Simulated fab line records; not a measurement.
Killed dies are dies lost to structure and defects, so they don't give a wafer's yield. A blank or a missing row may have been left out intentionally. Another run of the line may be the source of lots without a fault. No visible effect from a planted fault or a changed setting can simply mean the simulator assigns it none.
Chamber matching    flow nandHarc    3 sister chambers for NHARC_A_STAIRCASE_DEP_322 on pecvd-03
The step deposits SiO2, target thk 7200 nm. 3 wafers are shown with their chamber, then 11 later ones without.

## WAFERS, EACH WITH ITS CHAMBER
wafer   chamber  heaterPowerW (W)
L082.5  1        495
L086.1  2        769
L089.2  0        842

## WAFERS WHOSE CHAMBER IS MISSING
wafer   heaterPowerW (W)
L089.3  811
L089.4  663
L092.1  691
L092.2  619
L092.4  491
L095.4  496
L095.5  662
L095.6  697
L097.2  804
L097.4  703
L097.6  512

## EACH ONE'S CHAMBER
wafer   from the rows above           in truth
L089.3  can't be placed: 0 or 2       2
L089.4  can't be placed: 2 or 1 or 0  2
L092.1  can't be placed: 2 or 0 or 1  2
L092.2  can't be placed: 1 or 2 or 0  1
L092.4  1                             1
L095.4  1                             1
L095.5  can't be placed: 2 or 1 or 0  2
L095.6  can't be placed: 2 or 0 or 1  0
L097.2  can't be placed: 2 or 0       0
L097.4  can't be placed: 2 or 0 or 1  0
L097.6  1                             1
Placed correctly: 3 of 11. Can't be placed from these rows: 8 (the true chamber is among the candidates in 8). Placed wrongly: 0.
How it was worked out, from the rows above alone: a wafer's distance from a chamber is the root of the sum, over the readings, of the square of ((its reading less the chamber's mean) divided by the reading's scatter). If the next closest chamber is less than 2 further off than the closest, the wafer can't be placed; otherwise it belongs to the closest. Each chamber's mean is taken over the wafers shown for it. The scatter: root of mean squared gap, hidden wafer to nearest shown wafer, with one shown wafer a chamber.
